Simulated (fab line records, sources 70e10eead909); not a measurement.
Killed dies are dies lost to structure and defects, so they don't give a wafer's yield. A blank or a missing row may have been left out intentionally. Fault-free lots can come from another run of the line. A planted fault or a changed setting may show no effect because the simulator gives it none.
Comparing a struck lot with a sound one | flow nand_harc | 22 steps out of a route of 1159
Sound: wafers L894.1, L894.2, L894.6. Wafers struck: L909.1, L909.3, L909.5. The cause is given at the end.
For every step that has rows: the tool of each side, followed by ch and its chambers, followed by its first start. Under that, the readings that differ: sound wafers | struck wafers | difference of the means | sigmas: that difference in standard deviations of wafers without a fault.
alike: readings with means less than 2 such deviations apart, plus words and numbers identical on both sides. not compared: withheld readings, readings lacking a value on some wafer, bounds such as >300 that could conceal the same value, and numbers that have no deviation in the record and whose values overlap.
The two part at a step that has a row with sigmas, a row that says differs or no value, or rows on one side only. Numbers that have no deviation but don't overlap get no sigmas and don't part them. A reading that every wafer of one side lacks parts them only if that side has two wafers or more.

NHARC_A_CONTACT_CMP_20: polishes, t overpolish 30 s, target thk 300 nm.
  sound on cmp-01 ch 1,2,3, day 18 05:01; struck on cmp-01 ch 0,1, day 22 10:18
  reading                 | sound             | struck            | difference | sigmas
  edge_zone_pressure_frac | 0.984 0.993 1.003 | 1.001 1.006 1.005 | +0.011     | +2
  alike: motor_current_A, overpolish_run_s, retaining_ring_pressure_frac, time_to_endpoint_s
following that, these wafers have no rows for 1 step: NHARC_A_CONTACT_SRD_22.
NHARC_A_CONTACT_INSPECT_23:
  sound: defect_inspect-02 at day 18 05:23; struck: defect_inspect-01 at day 22 10:42
  alike: raw_defect_count
then, 8 steps without rows for these wafers: NHARC_A_BLC_DEHYDRATE_00 (time 120 s); NHARC_A_BLC_HMDS_01 (time 30 s); NHARC_A_BLC_COAT_02 (time 75 s); NHARC_A_BLC_COAT_03 (time 65 s); NHARC_A_BLC_COAT_04 (resist thk 90 nm); NHARC_A_BLC_SOFTBAKE_05 (time 55 s); NHARC_A_BLC_EBR_06; NHARC_A_BLC_EXPOSE_07 (exposes mask A BLC, target cd 100 nm).
NHARC_A_BLC_PEB_08: peb time 65 s.
  sound on litho_track-04 ch 0, day 18 05:49; struck on litho_track-04 ch 0, day 22 11:08
  reading                  | sound             | struck            | difference | sigmas
  heater_power_total_W (W) | 155.9 157.2 156.5 | 154.9 155.6 154.8 | -1.4       | -3
  plate_temp_C (C)         | 99.98 99.69 99.90 | 99.39 99.43 99.20 | -0.52      | -4
then, 1 step without rows for these wafers: NHARC_A_BLC_DEVELOP_09 (develop time 35 s).
NHARC_A_BLC_CD_MEAS_10 targets a cd of 100 nm.
  sound on cd_sem-02 ch 0, day 18 05:54; struck on cd_sem-01 ch 0, day 22 11:13
  reading    | sound            | struck         | difference | sigmas
  cd_nm (nm) | 99.6 100.0 100.5 | 97.1 97.5 96.9 | -2.9       | -6
NHARC_A_BLC_OVL_MEAS_11:
  sound: overlay-02 at day 18 05:59; struck: overlay-02 at day 22 11:18
  alike: overlay_x_nm, overlay_y_nm
NHARC_A_BLC_INSPECT_12:
  sound: defect_inspect-01 at day 18 06:01; struck: defect_inspect-01 at day 22 11:20
  reading          | sound    | struck   | difference | sigmas
  raw_defect_count | 16 12 13 | 44 42 54 | +33        | +2
NHARC_A_BLC_DESCUM_15: chemistry O2, time 3 s.
  sound on rie_diel-11 ch 0,1,3, day 18 06:05; struck on rie_diel-07 ch 1,3, day 22 11:24
  reading                         | sound             | struck            | difference | sigmas
  showerhead_plenum_p_Torr (Torr) | 2.02 2.05 2.06    | 1.83 1.90 1.90    | -0.17      | -2
  model.A_BLC.cd_nm (nm)          | 99.89 100.3 100.3 | 96.94 97.33 96.96 | -3.09      |
  alike: drypump_motor_current_A, oes_product_au, rf_vpp_V, throttle_valve_pct
  not compared: rf_hours_counter_h
NHARC_A_BLC_ETCH_16: etches the open film in CF4, target depth 39 nm, time 65 s.
  sound on rie_diel-11 ch 2,3, day 18 06:10; struck on rie_diel-07 ch 1,2,3, day 22 11:29
  reading               | sound             | struck            | difference | sigmas
  oes_product_au (a.u.) | 1.001 1.016 1.004 | 0.997 0.985 0.997 | -0.014     | -2
  alike: drypump_motor_current_A, rf_vpp_V, showerhead_plenum_p_Torr, throttle_valve_pct
  not compared: rf_hours_counter_h
NHARC_A_BLC_ETCH_17: etches the open film in N2/H2, target depth 390 nm, time 609.38 s.
  sound: rie_diel-11 ch 1,2,3; struck: rie_diel-07 ch 2,3
  alike: drypump_motor_current_A, n2_flow_sccm, oes_product_au, rf_vpp_V, showerhead_plenum_p_Torr, throttle_valve_pct
  not compared: rf_hours_counter_h
NHARC_A_BLC_ETCH_18: etches the open film in C4F8/O2/Ar, target depth 910 nm.
  sound: rie_diel-11 ch 0,2,3; struck: rie_diel-07 ch 0,1,2
  reading                | sound             | struck           | difference | sigmas
  rf_vpp_V (V)           | 987 987 989       | 972 973 981      | -12        | -2
  model.A_BLC.cd_nm (nm) | 99.28 102.4 99.46 | 96.86 98.85 98.8 | -2.21      |
  alike: oes_product_au
  not compared: rf_hours_counter_h
NHARC_A_BLC_CD_MEAS_19:
  sound: cd_sem-01 at day 18 07:03; struck: cd_sem-02 at day 22 12:22
  alike: cd_nm
NHARC_END_SORT_01:
  sound on prober-01 ch 0, day 20 13:09; struck on prober-02 ch 0, day 24 08:07
  alike: killed_at_array, killed_at_other, killed_at_periphery, killed_dies, killed_open, killed_short

## WHERE THEY PART
First at NHARC_A_CONTACT_CMP_20; last, within this record, at NHARC_A_BLC_ETCH_18. Later steps at which nothing parts them and some readings are alike: NHARC_A_BLC_CD_MEAS_19, NHARC_END_SORT_01.

WHY: what the simulator had put in
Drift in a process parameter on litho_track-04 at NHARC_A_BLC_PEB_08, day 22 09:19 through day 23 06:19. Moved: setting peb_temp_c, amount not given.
